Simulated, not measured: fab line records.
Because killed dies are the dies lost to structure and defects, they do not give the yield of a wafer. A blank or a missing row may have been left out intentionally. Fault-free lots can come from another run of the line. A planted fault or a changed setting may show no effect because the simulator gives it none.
Which tool was responsible? || flow n5-finfet || 24 wafers from 9 lots sampled at 6 of the route's 1938 steps

WHAT EACH GAUGE READ, for each wafer
N5_PMOS_HMC_CHANNEL_EPI_THK_MEAS_22.
{"lot": "L821", "measured": "day 2 01:41", "on": "film-metro-01", "HMC_CMP_THK (nm)": "54.0 53.6 54.1"}
{"lot": "L823", "measured": "day 2 14:15", "on": "film-metro-02", "HMC_CMP_THK (nm)": "57.4 53.8 54.0"}
{"lot": "L828", "measured": "day 3 20:26", "on": "film-metro-02", "HMC_CMP_THK (nm)": "40.4 56.3"}
{"lot": "L830", "measured": "day 4 07:39", "on": "film-metro-01", "HMC_CMP_THK (nm)": "40.8 40.7"}
{"lot": "L831", "measured": "day 4 13:31", "on": "film-metro-02", "HMC_CMP_THK (nm)": "40.6 53.2"}
{"lot": "L840", "measured": "day 7 00:11", "on": "film-metro-01", "HMC_CMP_THK (nm)": "55.1 55.5 52.4"}
{"lot": "L841", "measured": "day 7 01:55", "on": "film-metro-02", "HMC_CMP_THK (nm)": "53.7 53.0 56.3"}
{"lot": "L842", "measured": "day 7 08:08", "on": "film-metro-02", "HMC_CMP_THK (nm)": "54.2 53.5 57.2"}
{"lot": "L843", "measured": "day 7 14:39", "on": "film-metro-01", "HMC_CMP_THK (nm)": "53.6 53.3 56.4"}

N5_BEOL_M4_RC_MEAS_101.
{"lot": "L821", "measured": "day 10 12:04", "on": "prober-02", "DIBL_N (mV/V)": "34.6 40.1 36.5", "DIBL_P (mV/V)": "36 42 38", "IOFF_N (nA/um)": "0.13 0.26 0.17", "IOFF_P (nA/um)": "0.18 0.29 0.22", "ION_N (uA/um)": "657 688 667", "ION_P (uA/um)": "448 468 459", "SS_N (mV/dec)": "70.1 72.2 72.0", "SS_P (mV/dec)": "72.9 74.8 72.7", "VT_N (mV)": "253 242 249", "VT_P (mV)": "-255 -245 -251"}
{"lot": "L823", "measured": "day 11 17:44", "on": "prober-01", "DIBL_N (mV/V)": "37.3 36.6 36.6", "DIBL_P (mV/V)": "39 36 38", "IOFF_N (nA/um)": "0.21 0.16 0.18", "IOFF_P (nA/um)": "0.29 0.23 0.29", "ION_N (uA/um)": "708 683 682", "ION_P (uA/um)": "478 467 476", "SS_N (mV/dec)": "71.3 72.1 70.9", "SS_P (mV/dec)": "74.5 73.8 74.0", "VT_N (mV)": "242 248 243", "VT_P (mV)": "-242 -246 -243"}
{"lot": "L828", "measured": "day 12 21:37", "on": "prober-02", "DIBL_N (mV/V)": "41.5 40.5", "DIBL_P (mV/V)": "40 39", "IOFF_N (nA/um)": "0.26 0.26", "IOFF_P (nA/um)": "0.28 0.30", "ION_N (uA/um)": "700 686", "ION_P (uA/um)": "426 470", "SS_N (mV/dec)": "73.2 71.8", "SS_P (mV/dec)": "74.4 74.3", "VT_N (mV)": "243 242", "VT_P (mV)": "-247 -246"}
{"lot": "L830", "measured": "day 14 00:48", "on": "prober-02", "DIBL_N (mV/V)": "35.7 34.1", "DIBL_P (mV/V)": "36 34", "IOFF_N (nA/um)": "0.15 0.13", "IOFF_P (nA/um)": "0.18 0.17", "ION_N (uA/um)": "657 658", "ION_P (uA/um)": "415 416", "SS_N (mV/dec)": "70.7 71.4", "SS_P (mV/dec)": "73.0 72.2", "VT_N (mV)": "250 253", "VT_P (mV)": "-253 -255"}
{"lot": "L831", "measured": "day 13 06:31", "on": "prober-02", "DIBL_N (mV/V)": "35.2 36.7", "DIBL_P (mV/V)": "36 37", "IOFF_N (nA/um)": "0.15 0.16", "IOFF_P (nA/um)": "0.18 0.21", "ION_N (uA/um)": "683 671", "ION_P (uA/um)": "418 460", "SS_N (mV/dec)": "71.9 71.5", "SS_P (mV/dec)": "73.4 73.6", "VT_N (mV)": "251 250", "VT_P (mV)": "-253 -251"}
{"lot": "L840", "measured": "day 15 15:13", "on": "prober-02", "DIBL_N (mV/V)": "38.0 33.1 35.1", "DIBL_P (mV/V)": "38 34 35", "IOFF_N (nA/um)": "0.18 0.10 0.13", "IOFF_P (nA/um)": "0.25 0.17 0.18", "ION_N (uA/um)": "675 655 666", "ION_P (uA/um)": "464 458 455", "SS_N (mV/dec)": "72.1 70.9 71.4", "SS_P (mV/dec)": "73.6 73.0 73.5", "VT_N (mV)": "250 258 253", "VT_P (mV)": "-248 -255 -253"}
{"lot": "L841", "measured": "day 17 18:43", "on": "prober-01", "DIBL_N (mV/V)": "43.7 38.2 37.7", "DIBL_P (mV/V)": "45 38 37", "IOFF_N (nA/um)": "0.34 0.18 0.17", "IOFF_P (nA/um)": "0.39 0.24 0.23", "ION_N (uA/um)": "692 696 677", "ION_P (uA/um)": "472 478 467", "SS_N (mV/dec)": "73.6 71.0 71.5", "SS_P (mV/dec)": "75.9 73.4 74.3", "VT_N (mV)": "243 249 250", "VT_P (mV)": "-243 -248 -248"}
{"lot": "L842", "measured": "day 16 07:49", "on": "prober-02", "DIBL_N (mV/V)": "36.5 37.0 38.3", "DIBL_P (mV/V)": "39 39 41", "IOFF_N (nA/um)": "0.19 0.19 0.23", "IOFF_P (nA/um)": "0.26 0.26 0.30", "ION_N (uA/um)": "704 674 700", "ION_P (uA/um)": "484 462 477", "SS_N (mV/dec)": "71.2 72.0 71.3", "SS_P (mV/dec)": "74.6 73.8 74.7", "VT_N (mV)": "244 248 245", "VT_P (mV)": "-243 -248 -248"}
{"lot": "L843", "measured": "day 16 15:21", "on": "prober-02", "DIBL_N (mV/V)": "39.7 40.2 38.0", "DIBL_P (mV/V)": "42 42 39", "IOFF_N (nA/um)": "0.26 0.25 0.22", "IOFF_P (nA/um)": "0.32 0.33 0.26", "ION_N (uA/um)": "694 682 681", "ION_P (uA/um)": "474 475 466", "SS_N (mV/dec)": "72.8 72.6 72.4", "SS_P (mV/dec)": "75.2 74.5 74.2", "VT_N (mV)": "241 246 245", "VT_P (mV)": "-245 -245 -246"}

WHICH TOOL RAN EACH LOT (tool, then ch and the chambers of the sampled wafers, then the start)
{"lot": "L821", "N5_PMOS_HMC_CHANNEL_EPI_ETCH_32": "rie-diel-06 ch 2,3, day 1 23:15", "N5_PMOS_HMC_CHANNEL_EPI_FIN_RECESS_16": "rie-si-06 ch 1,2, day 1 23:53", "N5_FIN_SAQP_ALD_61": "ald-sin-04 ch 0,1,2, day 2 02:20", "N5_FIN_SAQP_HM_DEP_03": "pecvd-02 ch 0, day 2 02:46"}
{"lot": "L823", "N5_PMOS_HMC_CHANNEL_EPI_ETCH_32": "rie-diel-06 ch 1,2, day 2 12:02", "N5_PMOS_HMC_CHANNEL_EPI_FIN_RECESS_16": "rie-si-06 ch 0,2,3, day 2 12:27", "N5_FIN_SAQP_ALD_61": "ald-sin-04 ch 0,1,3, day 2 14:51", "N5_FIN_SAQP_HM_DEP_03": "pecvd-02 ch 0,1, day 2 15:18"}
{"lot": "L828", "N5_PMOS_HMC_CHANNEL_EPI_ETCH_32": "rie-diel-06 ch 0,3, day 3 18:12", "N5_PMOS_HMC_CHANNEL_EPI_FIN_RECESS_16": "rie-si-06 ch 0,3, day 3 18:38", "N5_FIN_SAQP_ALD_61": "ald-sin-04 ch 0,1, day 4 00:22", "N5_FIN_SAQP_HM_DEP_03": "pecvd-01 ch 0,2, day 4 00:48"}
{"lot": "L830", "N5_PMOS_HMC_CHANNEL_EPI_ETCH_32": "rie-diel-02 ch 1,2, day 4 05:25", "N5_PMOS_HMC_CHANNEL_EPI_FIN_RECESS_16": "rie-si-06 ch 3, day 4 05:50", "N5_FIN_SAQP_ALD_61": "ald-sin-01 ch 2, day 4 08:16", "N5_FIN_SAQP_HM_DEP_03": "pecvd-01 ch 0,1, day 4 08:54"}
{"lot": "L831", "N5_PMOS_HMC_CHANNEL_EPI_ETCH_32": "rie-diel-02 ch 2,3, day 4 11:17", "N5_PMOS_HMC_CHANNEL_EPI_FIN_RECESS_16": "rie-si-06 ch 2,3, day 4 11:43", "N5_FIN_SAQP_ALD_61": "ald-sin-01 ch 0,2, day 4 15:03", "N5_FIN_SAQP_HM_DEP_03": "pecvd-04 ch 0,1, day 4 15:34"}
{"lot": "L840", "N5_PMOS_HMC_CHANNEL_EPI_ETCH_32": "rie-diel-02 ch 1,2,3, day 6 21:34", "N5_PMOS_HMC_CHANNEL_EPI_FIN_RECESS_16": "rie-si-05 ch 0,1,2, day 6 21:59", "N5_FIN_SAQP_ALD_61": "ald-sin-03 ch 0,1,2, day 7 00:50", "N5_FIN_SAQP_HM_DEP_03": "pecvd-02 ch 0,1,2, day 7 01:15"}
{"lot": "L841", "N5_PMOS_HMC_CHANNEL_EPI_ETCH_32": "rie-diel-03 ch 0,1,3, day 6 23:17", "N5_PMOS_HMC_CHANNEL_EPI_FIN_RECESS_16": "rie-si-06 ch 0,2,3, day 6 23:43", "N5_FIN_SAQP_ALD_61": "ald-sin-03 ch 1,2,3, day 7 03:20", "N5_FIN_SAQP_HM_DEP_03": "pecvd-01 ch 0,1, day 7 03:51"}
{"lot": "L842", "N5_PMOS_HMC_CHANNEL_EPI_ETCH_32": "rie-diel-06 ch 0,1,2, day 7 05:31", "N5_PMOS_HMC_CHANNEL_EPI_FIN_RECESS_16": "rie-si-06 ch 0,2,3, day 7 05:56", "N5_FIN_SAQP_ALD_61": "ald-sin-04 ch 0,2,3, day 7 09:13", "N5_FIN_SAQP_HM_DEP_03": "pecvd-04 ch 0,1,2, day 7 09:38"}
{"lot": "L843", "N5_PMOS_HMC_CHANNEL_EPI_ETCH_32": "rie-diel-03 ch 0,1,2, day 7 11:29", "N5_PMOS_HMC_CHANNEL_EPI_FIN_RECESS_16": "rie-si-06 ch 0,1,2, day 7 11:55", "N5_FIN_SAQP_ALD_61": "ald-sin-03 ch 0,2,3, day 7 15:19", "N5_FIN_SAQP_HM_DEP_03": "pecvd-02 ch 0,2, day 7 15:44"}
- N5_PMOS_HMC_CHANNEL_EPI_ETCH_32: etches BARC in N2/H2, stops on SiO2, target depth 85.8 nm, time 50.3 s.
- N5_PMOS_HMC_CHANNEL_EPI_FIN_RECESS_16: chemistry HBr/Cl2, target Si, target depth 54 nm, time 18 s.
- N5_FIN_SAQP_ALD_61: deposits SiO2, target thk 4 nm, pulse time 1 s, purge time 2 s.
- N5_FIN_SAQP_HM_DEP_03: deposits SiNx from SiH4/NH3/N2, target thk 38 nm, time 33.6 s.

WHAT THE TOOLS THEMSELVES READ (means of the sampled wafers that have a number; where no wafer has one, the mark that the record gives instead)
N5_PMOS_HMC_CHANNEL_EPI_ETCH_32.
{"lot": "L821", "tool": "rie-diel-06", "drypump-motor-current-A (A)": 5.3, "oes-product-au (a.u.)": 0.58, "rf-fwd-power-W (W)": 830, "rf-vpp-V (V)": 524.7, "showerhead-plenum-p-Torr (Torr)": 2.53, "throttle-valve-pct (%)": 18.0}
{"lot": "L823", "tool": "rie-diel-06", "drypump-motor-current-A (A)": 5.3, "oes-product-au (a.u.)": 0.60, "rf-fwd-power-W (W)": 830, "rf-vpp-V (V)": 525.3, "showerhead-plenum-p-Torr (Torr)": 2.61, "throttle-valve-pct (%)": 17.9}
{"lot": "L828", "tool": "rie-diel-06", "drypump-motor-current-A (A)": 5.8, "oes-product-au (a.u.)": 0.76, "rf-fwd-power-W (W)": 834, "rf-vpp-V (V)": 524.2, "showerhead-plenum-p-Torr (Torr)": 2.51, "throttle-valve-pct (%)": 17.4}
{"lot": "L830", "tool": "rie-diel-02", "drypump-motor-current-A (A)": 5.6, "oes-product-au (a.u.)": 0.69, "rf-fwd-power-W (W)": 830, "rf-vpp-V (V)": 520.0, "showerhead-plenum-p-Torr (Torr)": 2.40, "throttle-valve-pct (%)": 17.7}
{"lot": "L831", "tool": "rie-diel-02", "drypump-motor-current-A (A)": 5.8, "oes-product-au (a.u.)": 0.67, "rf-fwd-power-W (W)": 831, "rf-vpp-V (V)": 523.2, "showerhead-plenum-p-Torr (Torr)": 2.49, "throttle-valve-pct (%)": 17.8}
{"lot": "L840", "tool": "rie-diel-02", "drypump-motor-current-A (A)": 5.7, "oes-product-au (a.u.)": 0.66, "rf-fwd-power-W (W)": 830, "rf-vpp-V (V)": 522.5, "showerhead-plenum-p-Torr (Torr)": 2.48, "throttle-valve-pct (%)": 17.7}
{"lot": "L841", "tool": "rie-diel-03", "drypump-motor-current-A (A)": 5.7, "oes-product-au (a.u.)": 0.70, "rf-fwd-power-W (W)": 829, "rf-vpp-V (V)": 526.5, "showerhead-plenum-p-Torr (Torr)": 2.63, "throttle-valve-pct (%)": 17.9}
{"lot": "L842", "tool": "rie-diel-06", "drypump-motor-current-A (A)": 5.6, "oes-product-au (a.u.)": 0.69, "rf-fwd-power-W (W)": 833, "rf-vpp-V (V)": 525.1, "showerhead-plenum-p-Torr (Torr)": 2.59, "throttle-valve-pct (%)": 17.6}
{"lot": "L843", "tool": "rie-diel-03", "drypump-motor-current-A (A)": 6.1, "oes-product-au (a.u.)": 0.68, "rf-fwd-power-W (W)": 830, "rf-vpp-V (V)": 525.8, "showerhead-plenum-p-Torr (Torr)": 2.62, "throttle-valve-pct (%)": 17.8}

N5_PMOS_HMC_CHANNEL_EPI_FIN_RECESS_16.
{"lot": "L821", "tool": "rie-si-06", "drypump-motor-current-A (A)": 5.2, "oes-product-au (a.u.)": 1.002, "rf-fwd-power-W (W)": 795.1, "throttle-valve-pct (%)": 35.2}
{"lot": "L823", "tool": "rie-si-06", "drypump-motor-current-A (A)": 5.7, "oes-product-au (a.u.)": 1.016, "rf-fwd-power-W (W)": 796.0, "throttle-valve-pct (%)": 35.5}
{"lot": "L828", "tool": "rie-si-06", "drypump-motor-current-A (A)": 6.1, "oes-product-au (a.u.)": 1.017, "rf-fwd-power-W (W)": 796.9, "throttle-valve-pct (%)": 35.6}
{"lot": "L830", "tool": "rie-si-06", "drypump-motor-current-A (A)": 6.3, "oes-product-au (a.u.)": 0.985, "rf-fwd-power-W (W)": "-", "throttle-valve-pct (%)": 35.8}
{"lot": "L831", "tool": "rie-si-06", "drypump-motor-current-A (A)": 5.7, "oes-product-au (a.u.)": 0.990, "rf-fwd-power-W (W)": 792.5, "throttle-valve-pct (%)": 35.5}
{"lot": "L840", "tool": "rie-si-05", "drypump-motor-current-A (A)": 6.0, "oes-product-au (a.u.)": 1.013, "rf-fwd-power-W (W)": 797.3, "throttle-valve-pct (%)": 35.5}
{"lot": "L841", "tool": "rie-si-06", "drypump-motor-current-A (A)": 5.7, "oes-product-au (a.u.)": 1.010, "rf-fwd-power-W (W)": 796.4, "throttle-valve-pct (%)": 35.7}
{"lot": "L842", "tool": "rie-si-06", "drypump-motor-current-A (A)": 5.7, "oes-product-au (a.u.)": 1.017, "rf-fwd-power-W (W)": 797.2, "throttle-valve-pct (%)": 35.7}
{"lot": "L843", "tool": "rie-si-06", "drypump-motor-current-A (A)": 5.5, "oes-product-au (a.u.)": 1.025, "rf-fwd-power-W (W)": 795.6, "throttle-valve-pct (%)": 35.4}

N5_FIN_SAQP_ALD_61.
{"lot": "L821", "tool": "ald-sin-04", "heater-power-outer-w (W)": 246, "heater-power-w (W)": 438, "precursor-pulse-height-rel": 0.984}
{"lot": "L823", "tool": "ald-sin-04", "heater-power-outer-w (W)": 243, "heater-power-w (W)": 436, "precursor-pulse-height-rel": 1.005}
{"lot": "L828", "tool": "ald-sin-04", "heater-power-outer-w (W)": 236, "heater-power-w (W)": 434, "precursor-pulse-height-rel": 1.042}
{"lot": "L830", "tool": "ald-sin-01", "heater-power-outer-w (W)": 228, "heater-power-w (W)": 436, "precursor-pulse-height-rel": 1.007}
{"lot": "L831", "tool": "ald-sin-01", "heater-power-outer-w (W)": 250, "heater-power-w (W)": 454, "precursor-pulse-height-rel": 0.991}
{"lot": "L840", "tool": "ald-sin-03", "heater-power-outer-w (W)": 265, "heater-power-w (W)": 461, "precursor-pulse-height-rel": 1.001}
{"lot": "L841", "tool": "ald-sin-03", "heater-power-outer-w (W)": 296, "heater-power-w (W)": 502, "precursor-pulse-height-rel": 1.016}
{"lot": "L842", "tool": "ald-sin-04", "heater-power-outer-w (W)": 254, "heater-power-w (W)": 450, "precursor-pulse-height-rel": 0.978}
{"lot": "L843", "tool": "ald-sin-03", "heater-power-outer-w (W)": 277, "heater-power-w (W)": 454, "precursor-pulse-height-rel": 1.007}

N5_FIN_SAQP_HM_DEP_03.
{"lot": "L821", "tool": "pecvd-02", "heater-power-outer-w (W)": 470, "heater-power-w (W)": 705, "rf-fwd-power-W (W)": 297.5, "showerhead-plenum-p-Torr (Torr)": 5.10, "throttle-valve-pct (%)": 38.5}
{"lot": "L823", "tool": "pecvd-02", "heater-power-outer-w (W)": 493, "heater-power-w (W)": 791, "rf-fwd-power-W (W)": 297.9, "showerhead-plenum-p-Torr (Torr)": 5.15, "throttle-valve-pct (%)": 40.1}
{"lot": "L828", "tool": "pecvd-01", "heater-power-outer-w (W)": 532, "heater-power-w (W)": 862, "rf-fwd-power-W (W)": 297.2, "showerhead-plenum-p-Torr (Torr)": 5.03, "throttle-valve-pct (%)": 39.9}
{"lot": "L830", "tool": "pecvd-01", "heater-power-outer-w (W)": 532, "heater-power-w (W)": 844, "rf-fwd-power-W (W)": 298.0, "showerhead-plenum-p-Torr (Torr)": 5.12, "throttle-valve-pct (%)": 41.3}
{"lot": "L831", "tool": "pecvd-04", "heater-power-outer-w (W)": 478, "heater-power-w (W)": 812, "rf-fwd-power-W (W)": 297.6, "showerhead-plenum-p-Torr (Torr)": 5.15, "throttle-valve-pct (%)": 42.0}
{"lot": "L840", "tool": "pecvd-02", "heater-power-outer-w (W)": 443, "heater-power-w (W)": 686, "rf-fwd-power-W (W)": 297.7, "showerhead-plenum-p-Torr (Torr)": 5.12, "throttle-valve-pct (%)": 38.5}
{"lot": "L841", "tool": "pecvd-01", "heater-power-outer-w (W)": 504, "heater-power-w (W)": 810, "rf-fwd-power-W (W)": 297.0, "showerhead-plenum-p-Torr (Torr)": 5.14, "throttle-valve-pct (%)": 41.3}
{"lot": "L842", "tool": "pecvd-04", "heater-power-outer-w (W)": 488, "heater-power-w (W)": 810, "rf-fwd-power-W (W)": 297.7, "showerhead-plenum-p-Torr (Torr)": 5.15, "throttle-valve-pct (%)": 40.1}
{"lot": "L843", "tool": "pecvd-02", "heater-power-outer-w (W)": 472, "heater-power-w (W)": 721, "rf-fwd-power-W (W)": 297.3, "showerhead-plenum-p-Torr (Torr)": 5.09, "throttle-valve-pct (%)": 38.0}

THE ANSWER, worked out from the rows above alone
Rule: what is usual is taken from the lots themselves. Put in order of their means at a reading, lots are off if they are a third of the lots or fewer, leave a main group of 4 or more, and stand apart from it by a gap of 3 or more times the standard deviation of the main group's means; of several such gaps the widest counts. Not used: any main group whose means are identical at the precision the tables above print for the reading. Also off: a lot with no number at a reading for which 4 or more lots have one. Any other lot the step has rows for is counted as sound. The gauges are gone through in route order, then the tools' own readings, and for those a lot's mean is taken as printed above. At the first step where some lot is off, the reading lying furthest off is the one used; lots without a number count as furthest.
Off: L828, L830, L831, at N5_PMOS_HMC_CHANNEL_EPI_THK_MEAS_22 (HMC_CMP_THK). The main group has a mean of 54.5 nm with a standard deviation of 0.4.
If a tool, at a process step before that reading, ran all the lots that are off and no sound lot after the first of them, it fits. Those tools and the gauges at N5_PMOS_HMC_CHANNEL_EPI_THK_MEAS_22 are tried in the same way. Of those tried, none fits.

WHAT THE SIMULATOR PUT IN
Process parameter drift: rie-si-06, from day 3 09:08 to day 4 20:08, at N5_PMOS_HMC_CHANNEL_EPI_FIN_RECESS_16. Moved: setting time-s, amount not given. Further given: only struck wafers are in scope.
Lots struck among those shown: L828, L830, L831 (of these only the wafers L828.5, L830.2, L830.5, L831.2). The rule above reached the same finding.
